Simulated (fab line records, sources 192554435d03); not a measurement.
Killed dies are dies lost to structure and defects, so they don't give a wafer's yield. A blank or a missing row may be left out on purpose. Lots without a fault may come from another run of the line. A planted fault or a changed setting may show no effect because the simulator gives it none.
fab line records | flow n5_finfet
record lots=7 wafers=21
route steps=1938 shown GATE_CUT@479 MOL_CONTACT_COAG@517 BEOL_M0_SAQP@638
start_h: hours from the record's first day to the start of the lot's first wafer shown | wait_h: hours since the lot's step before | " the same as in the row above | L1.1+2: a row that stands for several wafers | - no value, or no start given | * or withheld: withheld | < > ~ a bound
route shown NAME@n: a module of which the file shows steps, and the number in the route of the first | usual: mean/standard deviation of fault-free wafers | same: alike in all rows | chamber/n: place in a boat | sites: the reading at each site | _std_site: their standard deviation | _edge_site: outer sites' mean less inner sites' | radius_mm: how far each site lies from the wafer's centre | mask NAME#n: copy n | behind: the tool/chamber that last shaped the wafer | hold: why the lot was held/for how many hours/how that ended | device: the transistor (n, p or np) that didn't switch | end of line: the same wafers' tests at the end of the route | a step without rows: its recipe alone | killed: dies lost to structure and defects at the first sort, not the wafer's yield | map: a wafer's dies, x killed, . not, _ none there
set.NAME: the setting as run; set.NAME@STEP: as run at that earlier step | model.NAME: the simulator's own value behind a step, which no gauge read
lots whose settings were changed on purpose; a table a step, a row a wafer
## steps
# step N5_GATE_CUT_COAT_35
# recipe resist=SiARC temp_c=220 time_s=60 spin_rpm=1500 resist_thk_nm=10
# columns lot.wafer tool chamber start_h wait_h set.spin_rpm model.SiARC_of_GATE_CUT_COAT_35.thk_nm
L076.1+6 litho_track-02 0 - - 1500 10
L076.5 " 0 " " 1334 10.6
L080.1+6 litho_track-05 0 - - 1500 10
L080.2 " 0 " " 1405 10.4
L086.3 litho_track-02 0 - - 1658 9.4
L086.4 " 0 " " 1658 9.6
L086.5 " 0 " " 1500 10
L091.1 litho_track-05 0 - - 1639 9.6
L091.3+5 " 0 " " 1500 10
L093.1+4+5 litho_track-02 0 - - 1500 10
L096.1+5 litho_track-02 0 - - 1368 10.6
L096.6 " 0 " " 1500 10
L097.2+5+6 litho_track-05 0 - - 1611 9.6
# step N5_GATE_CUT_COAT_27
# recipe resist=underlayer temp_c=205 time_s=60 spin_rpm=1500 resist_thk_nm=10
# columns lot.wafer tool chamber start_h wait_h set.spin_rpm model.underlayer_of_GATE_CUT_COAT_27.thk_nm
L076.1 litho_track-02 0 - - 1435 10.4
L076.5 " 0 " " 1435 10.2
L076.6 " 0 " " 1500 10
L080.1+2 litho_track-05 0 - - 1652 9.6
L080.6 " 0 " " 1500 10
L086.3 litho_track-02 0 - - 1660 9.4
L086.4+5 " 0 " " 1500 10
L091.1+3+5 litho_track-05 0 - - 1500 10
L093.1+4+5 litho_track-02 0 - - 1500 10
L096.1 litho_track-02 0 - - 1339 10.6
L096.5+6 " 0 " " 1500 10
L097.2 litho_track-05 0 - - 1552 9.8
L097.5+6 " 0 " " 1500 10
# step N5_GATE_CUT_COAT_07
# recipe resist=CAR-EUV spin_rpm=1500 resist_thk_nm=30
# step N5_GATE_CUT_EBR_09
# recipe solvent=PGMEA ebr_width_mm=1.5
# step N5_GATE_CUT_DESCUM_18
# recipe chemistry=O2 time_s=7 source_power_w=50 bias_power_w=20 pressure_mtorr=20 rf_frequency_hz=2.712e+07 temp_c=40 resist=CAR-EUV o2_flow_sccm=225
# step N5_GATE_CUT_ETCH_28
# recipe chemistry=N2/H2 target=underlayer target_depth_a=130 mask_material=CAR-EUV time_s=10.4 ion_energy_ev=200 pressure_mtorr=30 source_w=840 bias_w=150 n2_flow_sccm=200 h2_flow_sccm=200 ends=cleared
# columns lot.wafer tool chamber start_h wait_h set.spin_rpm@GATE_CUT_COAT_27 model.etch.depth_nm model.CAR-EUV_of_GATE_CUT_COAT_07.thk_nm
L076.1 rie_diel-01 1 98.75 0.0 1435 10.3 14.4
L076.5 " 2 " " 1435 10.29 14.4
L076.6 " 1 " " 1500 10.06 14.8
L080.1 rie_diel-01 2 123.26 0.0 1652 9.514 15
L080.2 " 1 " " 1652 9.552 15
L080.6 " 3 " " 1500 10.01 14.6
L086.3 rie_diel-04 2 158.03 0.0 1660 9.463 15.4
L086.4 " 1 " " 1500 9.991 14.6
L086.5 " 3 " " 1500 10.01 14.6
L091.1 rie_diel-01 3 187.02 0.0 1500 10.04 14.4
L091.3 " 1 " " 1500 10.01 14.6
L091.5 " 2 " " 1500 9.993 14.8
L093.1+5 rie_diel-02 2,0 199.99 0.0 1500 10.03 14.6
L093.4 " 1 " " 1500 10.02 14.6
L096.1 rie_diel-02 0 218.22 0.0 1339 10.55 14
L096.5 " 3 " " 1500 9.965 14.6
L096.6 " 0 " " 1500 9.995 14.6
L097.2 rie_diel-01 2 226.74 0.0 1552 9.826 14.6
L097.5 " 1 " " 1500 9.985 14.6
L097.6 " 2 " " 1500 9.962 14.6
# step N5_GATE_CUT_ETCH_36
# recipe chemistry=CF4 target=SiARC target_depth_a=130 mask_material=CAR-EUV time_s=21.7 ion_energy_ev=80 pressure_mtorr=40 source_w=545 bias_w=36 Ar_flow_sccm=100 cf4_flow_sccm=100 ends=cleared
# columns lot.wafer tool chamber start_h wait_h set.spin_rpm@GATE_CUT_COAT_35 model.etch.depth_nm
L076.1 rie_diel-01 1 98.77 0.0 1500 10.02
L076.5 " 2 " " 1334 10.66
L076.6 " 1 " " 1500 10.06
L080.1 rie_diel-01 2 123.28 0.0 1500 9.966
L080.2 " 1 " " 1405 10.33
L080.6 " 3 " " 1500 10
L086.3 rie_diel-04 2 158.05 0.0 1658 9.492
L086.4 " 1 " " 1658 9.512
L086.5 " 3 " " 1500 9.99
L091.1 rie_diel-01 3 187.04 0.0 1639 9.559
L091.3 " 1 " " 1500 9.988
L091.5 " 2 " " 1500 9.981
L093.1 rie_diel-02 2 200.01 0.0 1500 10.05
L093.4 " 1 " " 1500 10.03
L093.5 " 0 " " 1500 10.01
L096.1+5 rie_diel-02 0,3 218.24 0.0 1368 10.51
L096.6 " 0 " " 1500 10.03
L097.2 rie_diel-01 2 226.76 0.0 1611 9.653
L097.5 " 1 " " 1611 9.629
L097.6 " 2 " " 1611 9.613
# step N5_GATE_CUT_ETCH_37
# recipe chemistry=N2/H2 target=SOC target_depth_a=600 overetch_a=120 mask_material=SiARC temp_c=40 time_s=90 ion_energy_ev=200 pressure_mtorr=30 source_w=840 bias_w=150 n2_flow_sccm=200 h2_flow_sccm=200
# columns lot.wafer tool chamber start_h wait_h set.spin_rpm@GATE_CUT_COAT_35 model.SiARC_of_GATE_CUT_COAT_35.thk_nm
L076.1+6 rie_diel-01 1 98.79 0.0 1500 6
L076.5 " 2 " " 1334 6.6
L080.1+6 rie_diel-01 2,3 123.31 0.0 1500 6
L080.2 " 1 " " 1405 6.4
L086.3+4 rie_diel-04 2,1 158.08 0.0 1658 5.6
L086.5 " 3 " " 1500 6
L091.1 rie_diel-01 3 187.07 0.0 1639 5.6
L091.3+5 " 1,2 " " 1500 6
L093.1+5 rie_diel-02 2,0 200.03 0.0 1500 6
L093.4 " 1 " " 1500 6.2
L096.1+5 rie_diel-02 0,3 218.27 0.0 1368 6.6
L096.6 " 0 " " 1500 6
L097.2+5+6 rie_diel-01 2,1,2 226.79 0.0 1611 5.6
# step N5_MOL_CONTACT_COAG_COAT_103
# recipe resist=SOC temp_c=250 time_s=60 spin_rpm=1500 resist_thk_nm=80
# columns lot.wafer tool chamber start_h wait_h set.spin_rpm model.SOC_of_MOL_CONTACT_COAG_COAT_103.thk_nm
L076.1+6 litho_track-01 0 102.11 0.0 1662 76.2
L076.5 " 0 " " 1500 80.4
L080.1+6 litho_track-04 0 126.63 0.0 1500 80
L080.2 " 0 " " 1500 79.8
L086.3+4 litho_track-04 0 161.39 0.0 1500 80.2
L086.5 " 0 " " 1500 79.8
L091.1 litho_track-05 0 190.77 0.0 1354 84.4
L091.3 " 0 " " 1500 80.4
L091.5 " 0 " " 1500 80
L093.1+5 litho_track-04 0 203.48 0.0 1500 80.2
L093.4 " 0 " " 1500 80
L096.1 litho_track-01 0 223.97 0.0 1500 80.2
L096.5 " 0 " " 1338 85.2
L096.6 " 0 " " 1338 85.4
L097.2 litho_track-01 0 230.61 0.0 1620 77
L097.5 " 0 " " 1500 80
L097.6 " 0 " " 1620 76.8
# step N5_MOL_CONTACT_COAG_COAT_104
# recipe resist=SiARC temp_c=220 time_s=60 spin_rpm=1500 resist_thk_nm=12
# step N5_MOL_CONTACT_COAG_COAT_58
# recipe resist=underlayer temp_c=205 time_s=60 spin_rpm=1500 resist_thk_nm=10
# step N5_MOL_CONTACT_COAG_ETCH_59
# recipe chemistry=N2/H2 target=underlayer target_depth_a=130 mask_material=CAR-EUV time_s=10.4 ion_energy_ev=200 pressure_mtorr=30 source_w=840 bias_w=150 n2_flow_sccm=200 h2_flow_sccm=200 ends=cleared
# step N5_MOL_CONTACT_COAG_ETCH_105
# recipe chemistry=CF4 target=SiARC target_depth_a=156 mask_material=CAR-EUV time_s=26 ion_energy_ev=80 pressure_mtorr=40 source_w=545 bias_w=36 Ar_flow_sccm=100 cf4_flow_sccm=100 ends=cleared
# step N5_MOL_CONTACT_COAG_ETCH_106
# recipe chemistry=N2/H2 target=SOC target_depth_a=800 overetch_a=160 mask_material=SiARC temp_c=40 time_s=120 ion_energy_ev=200 pressure_mtorr=30 source_w=840 bias_w=150 n2_flow_sccm=200 h2_flow_sccm=200
# columns lot.wafer tool chamber start_h wait_h set.spin_rpm@MOL_CONTACT_COAG_COAT_103 model.etch.depth_nm
L076.1 rie_diel-05 1 102.71 0.0 1662 76.27
L076.5 " 0 " " 1500 80.36
L076.6 " 3 " " 1662 76.23
L080.1 rie_diel-06 1 127.10 0.0 1500 79.96
L080.2 " 0 " " 1500 79.85
L080.6 " 0 " " 1500 80.07
L086.3 rie_diel-05 2 161.99 0.0 1500 80.14
L086.4 " 3 " " 1500 80.11
L086.5 " 3 " " 1500 79.82
L091.1 rie_diel-05 0 191.37 0.0 1354 84.47
L091.3 " 2 " " 1500 80.46
L091.5 " 1 " " 1500 79.97
L093.1 rie_diel-06 1 204.07 0.0 1500 80.16
L093.4 " 2 " " 1500 80.04
L093.5 " 3 " " 1500 80.18
L096.1 rie_diel-03 0 224.66 0.0 1500 80.27
L096.5 " 3 " " 1338 85.28
L096.6 " 0 " " 1338 85.39
L097.2 rie_diel-03 0 231.21 0.0 1620 76.96
L097.5 " 2 " " 1500 79.97
L097.6 " 3 " " 1620 76.71
# step N5_MOL_CONTACT_COAG_STRIP_107
# recipe chemistry=N2/H2 temp_c=40 n2_flow_sccm=200 h2_flow_sccm=200 rf_frequency_hz=6e+07
# step N5_MOL_CONTACT_COAG_STRIP_108
# recipe chemistry=N2/H2 temp_c=40 n2_flow_sccm=200 h2_flow_sccm=200 rf_frequency_hz=6e+07
# step N5_MOL_CONTACT_COAG_CONTACT_ETCH_14
# recipe chemistry=C4F6/O2 target=SiO2 target_depth_a=275 overetch_a=85 mask_material=SOC pressure_mtorr=30 source_w=370 bias_w=185 Ar_flow_sccm=300 C4F6_flow_sccm=16 O2_flow_sccm=10 time_s=20 ion_energy_ev=259.6
# columns lot.wafer tool chamber start_h wait_h set.spin_rpm@MOL_CONTACT_COAG_COAT_103 model.SOC_of_MOL_CONTACT_COAG_COAT_103.thk_nm
L076.1+6 rie_diel-05 1,3 102.81 0.0 1662 74.8
L076.5 " 0 " " 1500 79
L080.1+2 rie_diel-06 1,0 127.20 0.0 1500 78.4
L080.6 " 0 " " 1500 78.6
L086.3 rie_diel-05 2 162.09 0.0 1500 78.8
L086.4 " 3 " " 1500 78.6
L086.5 " 3 " " 1500 78.4
L091.1 rie_diel-05 0 191.47 0.0 1354 83
L091.3 " 2 " " 1500 79
L091.5 " 1 " " 1500 78.4
L093.1+4+5 rie_diel-06 1,2,3 204.17 0.0 1500 78.6
L096.1 rie_diel-03 0 224.76 0.0 1500 78.8
L096.5 " 3 " " 1338 83.8
L096.6 " 0 " " 1338 84
L097.2 rie_diel-03 0 231.31 0.0 1620 75.6
L097.5 " 2 " " 1500 78.6
L097.6 " 3 " " 1620 75.2
# step N5_MOL_CONTACT_COAG_COAT_75
# recipe resist=SOC temp_c=250 time_s=60 spin_rpm=1500 resist_thk_nm=60
# columns lot.wafer tool chamber start_h wait_h set.spin_rpm model.SOC_of_MOL_CONTACT_COAG_COAT_75.thk_nm
L076.1 litho_track-05 0 111.73 0.0 1500 60
L076.5 " 0 " " 1378 62.6
L076.6 " 0 " " 1378 62.4
L080.1 litho_track-01 0 134.88 0.0 1636 57.4
L080.2 " 0 " " 1636 57.6
L080.6 " 0 " " 1500 59.8
L086.3+5 litho_track-05 0 170.29 0.0 1500 60
L086.4 " 0 " " 1500 60.2
L091.1+3+5 litho_track-05 0 202.18 0.0 1500 60.4
L093.1+5 litho_track-05 0 215.61 0.1 1500 60.4
L093.4 " 0 " " 1500 60.2
L096.1 litho_track-04 0 237.66 0.0 1500 60
L096.5 " 0 " " 1500 60.2
L096.6 " 0 " " 1449 61.2
L097.2 litho_track-04 0 243.63 0.0 1500 60.4
L097.5 " 0 " " 1500 60.2
L097.6 " 0 " " 1583 58.6
# step N5_MOL_CONTACT_COAG_COAT_76
# recipe resist=SiARC temp_c=220 time_s=60 spin_rpm=1500 resist_thk_nm=10
# step N5_MOL_CONTACT_COAG_COAT_77
# recipe resist=underlayer temp_c=205 time_s=60 spin_rpm=1500 resist_thk_nm=10
# step N5_MOL_CONTACT_COAG_ALD_131
# recipe material=SiO2 target_thk_a=50 temp_c=100 ald_precursor_family=BDEAS ald_co_reactant=O2-plasma pulse_time_s=1 co_reactant_pulse_time_s=1 purge_time_s=2 co_reactant_purge_time_s=2 ald_cycles=35 pressure_torr=2
# step N5_MOL_CONTACT_COAG_ETCHBACK_132
# recipe chemistry=CHF3 target=SiO2 target_depth_a=100 time_s=6.7 ion_energy_ev=200 pressure_mtorr=30 source_w=610 bias_w=170 Ar_flow_sccm=200 CHF3_flow_sccm=50
# step N5_MOL_CONTACT_COAG_ETCH_91
# recipe chemistry=N2/H2 target=SOC target_depth_a=600 overetch_a=210 mask_material=SiARC temp_c=40 time_s=101.2 ion_energy_ev=200 pressure_mtorr=30 source_w=840 bias_w=150 n2_flow_sccm=200 h2_flow_sccm=200
# columns lot.wafer tool chamber start_h wait_h set.spin_rpm@MOL_CONTACT_COAG_COAT_75 model.etch.depth_nm
L076.1 rie_diel-03 1 112.92 0.0 1500 60.01
L076.5 " 1 " " 1378 62.56
L076.6 " 0 " " 1378 62.46
L080.1 rie_diel-06 1 135.72 0.0 1636 57.38
L080.2 " 3 " " 1636 57.57
L080.6 " 3 " " 1500 59.86
L086.3 rie_diel-03 0 171.14 0.0 1500 59.99
L086.4 " 1 " " 1500 60.22
L086.5 " 1 " " 1500 60.05
L091.1 rie_diel-06 1 203.07 0.0 1500 60.39
L091.3 " 0 " " 1500 60.4
L091.5 " 0 " " 1500 60.34
L093.1 rie_diel-06 0 216.71 0.0 1500 60.49
L093.4 " 2 " " 1500 60.28
L093.5 " 2 " " 1500 60.37
L096.1 rie_diel-03 3 238.54 0.0 1500 60.07
L096.5 " 1 " " 1500 60.12
L096.6 " 0 " " 1449 61.12
L097.2 rie_diel-03 1 244.42 0.0 1500 60.42
L097.5 " 2 " " 1500 60.19
L097.6 " 3 " " 1583 58.62
# step N5_MOL_CONTACT_COAG_STRIP_92
# recipe chemistry=N2/H2 temp_c=40 n2_flow_sccm=200 h2_flow_sccm=200 rf_frequency_hz=6e+07
# step N5_MOL_CONTACT_COAG_STRIP_93
# recipe chemistry=N2/H2 temp_c=40 n2_flow_sccm=200 h2_flow_sccm=200 rf_frequency_hz=6e+07
# step N5_MOL_CONTACT_COAG_ETCHBACK_135
# recipe chemistry=CHF3 target=SiO2 target_depth_a=250 time_s=16.7 ion_energy_ev=200 pressure_mtorr=30 source_w=610 bias_w=170 Ar_flow_sccm=200 CHF3_flow_sccm=50
# columns lot.wafer tool chamber start_h wait_h set.spin_rpm@MOL_CONTACT_COAG_COAT_75 model.SOC_of_MOL_CONTACT_COAG_COAT_75.thk_nm
L076.1 rie_diel-03 1 113.01 0.0 1500 57.4
L076.5+6 " 1,0 " " 1378 59.8
L080.1+2 rie_diel-06 1,3 135.81 0.0 1636 54.8
L080.6 " 3 " " 1500 57.2
L086.3+5 rie_diel-03 0,1 171.23 0.0 1500 57.4
L086.4 " 1 " " 1500 57.6
L091.1+3+5 rie_diel-06 1,0,0 203.16 0.0 1500 57.8
L093.1 rie_diel-06 0 216.80 0.0 1500 57.8
L093.4+5 " 2 " " 1500 57.6
L096.1+5 rie_diel-03 3,1 238.63 0.0 1500 57.4
L096.6 " 0 " " 1449 58.6
L097.2 rie_diel-03 1 244.51 0.0 1500 57.8
L097.5 " 2 " " 1500 57.6
L097.6 " 3 " " 1583 56
# step N5_BEOL_M0_SAQP_PECVD_04
# recipe material=a-Si target_thk_a=600 temp_c=350 precursor=SiH4/He pressure_torr=3 rf_w=100 time_s=60.2
# columns lot.wafer tool chamber start_h wait_h set.time_s model.a-Si_of_BEOL_M0_SAQP_PECVD_04.thk_nm
L076.1+6 pecvd-03 1,2 119.75 0.0 60.2 58.8
L076.5 " 0 " " 60.2 59.2
L080.1 pecvd-03 0 143.60 0.0 65.99 65.2
L080.2 " 2 " " 60.2 58.4
L080.6 " 0 " " 60.2 60
L086.3 pecvd-02 0 179.72 0.0 67.6 66.2
L086.4+5 " 1,2 " " 60.2 60.6
L091.1 pecvd-01 0 213.08 0.0 56.33 56.8
L091.3 " 2 " " 56.33 57
L091.5 " 2 " " 60.2 60.8
L093.1 pecvd-02 2 223.88 0.0 60.2 59.2
L093.4 " 2 " " 60.2 59.6
L093.5 " 1 " " 60.2 60.6
L096.1 pecvd-03 1 247.14 0.0 60.2 58.8
L096.5 " 1 " " 60.2 59.8
L096.6 " 0 " " 60.2 59.2
L097.2 pecvd-01 1 253.56 0.0 63.07 63
L097.5 " 0 " " 63.07 64
L097.6 " 1 " " 60.2 61.2
# step N5_BEOL_M0_SAQP_THK_MEAS_05
# usual thk_nm=59.9/0.86
# columns lot.wafer tool chamber start_h wait_h set.time_s@BEOL_M0_SAQP_PECVD_04 thk_nm
L076.1 film_metro-02 - 119.85 0.1 60.2 58.7
L076.5 " - " " 60.2 59.3
L076.6 " - " " 60.2 58.8
L080.1 film_metro-01 - 143.70 0.1 65.99 65.3
L080.2 " - " " 60.2 58.3
L080.6 " - " " 60.2 59.9
L086.3 film_metro-01 - 179.81 0.1 67.6 66.1
L086.4 " - " " 60.2 60.6
L086.5 " - " " 60.2 60.7
L091.1 film_metro-01 - 213.18 0.1 56.33 56.7
L091.3 " - " " 56.33 57.0
L091.5 " - " " 60.2 60.7
L093.1 film_metro-02 - 223.97 0.1 60.2 59.2
L093.4 " - " " 60.2 59.7
L093.5 " - " " 60.2 60.5
L096.1 film_metro-01 - 247.24 0.1 60.2 58.9
L096.5 " - " " 60.2 59.9
L096.6 " - " " 60.2 59.2
L097.2 film_metro-02 - 253.69 0.1 63.07 63.0
L097.5 " - " " 63.07 64.1
L097.6 " - " " 60.2 61.3
# step N5_BEOL_M0_SAQP_COAT_81
# recipe resist=SOC temp_c=250 time_s=60 spin_rpm=1500 resist_thk_nm=100
# columns lot.wafer tool chamber start_h wait_h set.temp_c
L076.1+5+6 litho_track-01 0 119.96 0.1 250
L080.1+2 litho_track-02 0 143.81 0.1 259.4
L080.6 " 0 " " 250
L086.3+4+5 litho_track-02 0 179.93 0.1 250
L091.1+3+5 litho_track-03 0 213.29 0.1 250
L093.1+4+5 litho_track-03 0 224.09 0.1 250
L096.1+5 litho_track-01 0 247.36 0.1 250
L096.6 " 0 " " 254.1
L097.2+5+6 litho_track-02 0 253.80 0.1 250
# step N5_BEOL_M0_SAQP_COAT_82
# recipe resist=SiARC temp_c=220 time_s=60 spin_rpm=1500 resist_thk_nm=30
# step N5_BEOL_M0_SAQP_COAT_08
# recipe resist=CAR-ArF spin_rpm=1500 resist_thk_nm=90
# step N5_BEOL_M0_SAQP_HM_OPEN_112
# recipe chemistry=CHF3/O2 target=SiO2 stop_on=a-Si target_depth_a=120 over_etch_frac=1.25 mask_material=SOC time_s=13.5 pressure_mtorr=30 source_w=650 bias_w=170 Ar_flow_sccm=200 CHF3_flow_sccm=50 O2_flow_sccm=5 ion_energy_ev=200 ends=end_point
# step N5_BEOL_M0_SAQP_STRIP_113
# recipe chemistry=CHF3/O2 resist=SiARC rf_frequency_hz=6e+07
# step N5_BEOL_M0_SAQP_MANDREL_ETCH_20
# recipe target_depth_a=600 chemistry=HBr/Cl2 target=a-Si stop_on=SiNx bt_time_s=10 mask_material=SOC over_etch_frac=0.5 time_s=30 pressure_mtorr=10 icp_w=800 bias_w=75 HBr_flow_sccm=150 Cl2_flow_sccm=80 ends=end_point
# usual oes_product_au=0.774/0.011
# columns lot.wafer tool chamber start_h wait_h set.time_s@BEOL_M0_SAQP_PECVD_04 oes_product_au model.etch.depth_nm
L076.1 rie_si-02 1 120.82 0.0 60.2 0.757 58.71
L076.5 " 2 " " 60.2 0.782 59.26
L076.6 " 3 " " 60.2 0.765 58.81
L080.1 rie_si-05 3 144.55 0.0 65.99 0.823 65.25
L080.2 " 1 " " 60.2 0.760 58.33
L080.6 " 2 " " 60.2 0.774 59.97
L086.3 rie_si-02 3 180.96 0.0 67.6 0.817 66.13
L086.4 " 1 " " 60.2 0.780 60.58
L086.5 " 3 " " 60.2 0.781 60.62
L091.1 rie_si-05 2 214.35 0.0 56.33 0.744 56.71
L091.3 " 0 " " 56.33 0.753 57.01
L091.5 " 2 " " 60.2 0.788 60.73
L093.1 rie_si-05 3 224.82 0.0 60.2 0.780 59.2
L093.4 " 2 " " 60.2 0.773 59.65
L093.5 " 0 " " 60.2 0.777 60.53
L096.1 rie_si-05 3 248.10 0.0 60.2 0.774 58.84
L096.5 " 0 " " 60.2 0.773 59.89
L096.6 " 1 " " 60.2 0.756 59.24
L097.2 rie_si-05 0 254.54 0.0 63.07 0.801 63.02
L097.5 " 1 " " 63.07 0.803 64.01
L097.6 " 0 " " 60.2 0.784 61.25
## key
split step=N5_GATE_CUT_COAT_35 setting=spin_rpm stated=1500 by=wafer
response step=N5_GATE_CUT_COAT_35 reading=model.SiARC_of_GATE_CUT_COAT_35.thk_nm change=-0.0536 per=1% r=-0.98
response step=N5_GATE_CUT_ETCH_36 reading=model.etch.depth_nm change=-0.0513 per=1% r=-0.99
response step=N5_GATE_CUT_ETCH_37 reading=model.SiARC_of_GATE_CUT_COAT_35.thk_nm change=-0.0512 per=1% r=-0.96
split step=N5_GATE_CUT_COAT_27 setting=spin_rpm stated=1500 by=wafer
response step=N5_GATE_CUT_COAT_27 reading=model.underlayer_of_GATE_CUT_COAT_27.thk_nm change=-0.0521 per=1% r=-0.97
response step=N5_GATE_CUT_ETCH_28 reading=model.etch.depth_nm change=-0.0503 per=1% r=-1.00
response step=N5_GATE_CUT_ETCH_28 reading=model.CAR-EUV_of_GATE_CUT_COAT_07.thk_nm change=+0.0573 per=1% r=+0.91
split step=N5_MOL_CONTACT_COAG_COAT_103 setting=spin_rpm stated=1500 by=wafer
response step=N5_MOL_CONTACT_COAG_COAT_103 reading=model.SOC_of_MOL_CONTACT_COAG_COAT_103.thk_nm change=-0.424 per=1% r=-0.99
response step=N5_MOL_CONTACT_COAG_ETCH_106 reading=model.etch.depth_nm change=-0.422 per=1% r=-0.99
response step=N5_MOL_CONTACT_COAG_CONTACT_ETCH_14 reading=model.SOC_of_MOL_CONTACT_COAG_COAT_103.thk_nm change=-0.428 per=1% r=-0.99
split step=N5_MOL_CONTACT_COAG_COAT_75 setting=spin_rpm stated=1500 by=wafer
response step=N5_MOL_CONTACT_COAG_COAT_75 reading=model.SOC_of_MOL_CONTACT_COAG_COAT_75.thk_nm change=-0.285 per=1% r=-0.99
response step=N5_MOL_CONTACT_COAG_ETCH_91 reading=model.etch.depth_nm change=-0.287 per=1% r=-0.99
response step=N5_MOL_CONTACT_COAG_ETCHBACK_135 reading=model.SOC_of_MOL_CONTACT_COAG_COAT_75.thk_nm change=-0.287 per=1% r=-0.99
split step=N5_BEOL_M0_SAQP_PECVD_04 setting=time_s stated=60.2 by=wafer
response step=N5_BEOL_M0_SAQP_PECVD_04 reading=model.a-Si_of_BEOL_M0_SAQP_PECVD_04.thk_nm change=+0.528 per=1% r=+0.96
response step=N5_BEOL_M0_SAQP_THK_MEAS_05 reading=thk_nm change=* per=1% r=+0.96
response step=N5_BEOL_M0_SAQP_MANDREL_ETCH_20 reading=oes_product_au change=+0.0043 per=1% r=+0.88
response step=N5_BEOL_M0_SAQP_MANDREL_ETCH_20 reading=model.etch.depth_nm change=+0.528 per=1% r=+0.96
split step=N5_BEOL_M0_SAQP_COAT_81 setting=temp_c stated=250 by=wafer
response none clear
